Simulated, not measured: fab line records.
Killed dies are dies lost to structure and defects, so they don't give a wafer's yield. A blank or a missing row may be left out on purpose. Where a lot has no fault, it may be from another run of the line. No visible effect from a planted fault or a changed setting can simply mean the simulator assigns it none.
Matching of chambers -- flow n5_finfet -- 3 sister chambers for N5_BEOL_M4_DEP_57 on pecvd-02
The step deposits SiCN from 3MS/NH3, target thk 8 nm, time 14 s. 18 wafers are shown with their chamber, then 9 later ones without.

WAFERS PAIRED WITH THEIR CHAMBERS
wafer,chamber,throttle_valve_pct (%),showerhead_plenum_p_Torr (Torr)
L074.2,1,8.9,3.658
L074.4,2,8.9,3.666
L074.5,1,9.1,3.652
L075.1,1,8.9,3.655
L075.3,0,9.8,3.667
L075.6,1,9.0,3.646
L081.2,0,9.6,3.667
L081.3,1,9.0,3.653
L081.4,1,9.2,3.655
L080.2,1,9.0,3.659
L080.3,2,8.7,3.662
L080.6,2,8.8,3.659
L083.1,2,8.7,3.661
L083.3,1,8.8,3.666
L083.6,2,8.7,3.669
L084.1,1,8.8,3.660
L084.5,2,8.8,3.667
L084.6,0,9.4,3.664

SIGNATURES, as means of the wafers listed above
reading,chamber 0,chamber 1,chamber 2,scatter within a chamber
throttle_valve_pct,9.600,8.967,8.767,0.13
showerhead_plenum_p_Torr,3.66600,3.65600,3.66400,0.00475
Rule: a wafer lies at a distance from a chamber equal to the root of the sum of squares, over the readings, of (its reading less the chamber's mean, divided by the reading's scatter). If the next closest chamber is less than 2 further off than the closest, the wafer can't be placed; otherwise it belongs to the closest. The scatter is the square root of a quotient: the sum, over the shown wafers, of each reading's squared deviation from its chamber's mean, divided by wafers minus chambers.

WAFERS WITH NO CHAMBER GIVEN
wafer,throttle_valve_pct (%),showerhead_plenum_p_Torr (Torr)
L090.3,9.7,3.663
L090.4,9.1,3.652
L090.6,9.7,3.671
L096.1,8.8,3.657
L096.2,9.7,3.676
L096.5,8.9,3.659
L095.2,9.9,3.673
L095.3,8.6,3.663
L095.5,8.9,3.659

WHICH CHAMBER EACH ONE RAN IN
wafer,from the rows above,in truth
L090.3,0,0
L090.4,1,1
L090.6,0,0
L096.1,can't be placed: 1 or 2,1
L096.2,0,0
L096.5,can't be placed: 1 or 2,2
L095.2,0,0
L095.3,can't be placed: 2 or 1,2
L095.5,can't be placed: 1 or 2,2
Placed correctly: 5 of 9. Cannot be placed on the basis of these rows: 4; the candidates contain the true chamber in 4. Wrongly placed: 0.
